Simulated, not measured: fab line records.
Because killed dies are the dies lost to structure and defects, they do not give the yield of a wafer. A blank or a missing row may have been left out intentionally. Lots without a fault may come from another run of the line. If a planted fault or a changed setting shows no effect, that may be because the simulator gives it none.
The tool behind it: which one? ; flow nand harc ; at 1 step of a route of 1302, 6 lots with 18 wafers sampled

WHAT THE GAUGES SHOWED, per wafer
NHARC_P_GATE_CD_MEAS_46: the cd target is 720 nm.
lot;measured;on;cd nm (nm)
L934;day 6 04:34;cd sem-01;721.1 720.3 719.2
L936;day 6 19:49;cd sem-01;718.7 722.8 720.3
L938;day 7 18:33;cd sem-02;716.6 718.9 717.8
L942;day 9 09:19;cd sem-03;721.1 721.9 723.3
L944;day 10 04:32;cd sem-03;719.2 723.8 722.2
L953;day 13 16:22;cd sem-02;720.7 722.9 724.1

WHAT TOOL EACH LOT RAN ON (gives the tool, then ch and the chambers of the sampled wafers, and finally the start)
There is no process step in the record ahead of these readings.

THE ANSWER, worked out from the rows above alone
Rule: what is usual is taken from the lots themselves. The widest of any qualifying gaps counts: lots, ordered by their means at a reading, are off when they make up no more than a third of the lots, leave a main group of 4 or more, and stand apart from it by 3 or more times the standard deviation of that group's means. A main group is skipped when, at the precision printed for the reading in the tables above, its means are all equal. A lot without any number at a reading at which 4 lots or more have one is off too. All remaining lots with rows at the step are treated as sound.
Across all readings shown, no lot is off: no conclusion can be drawn from this.

WHAT THE SIMULATOR PUT IN
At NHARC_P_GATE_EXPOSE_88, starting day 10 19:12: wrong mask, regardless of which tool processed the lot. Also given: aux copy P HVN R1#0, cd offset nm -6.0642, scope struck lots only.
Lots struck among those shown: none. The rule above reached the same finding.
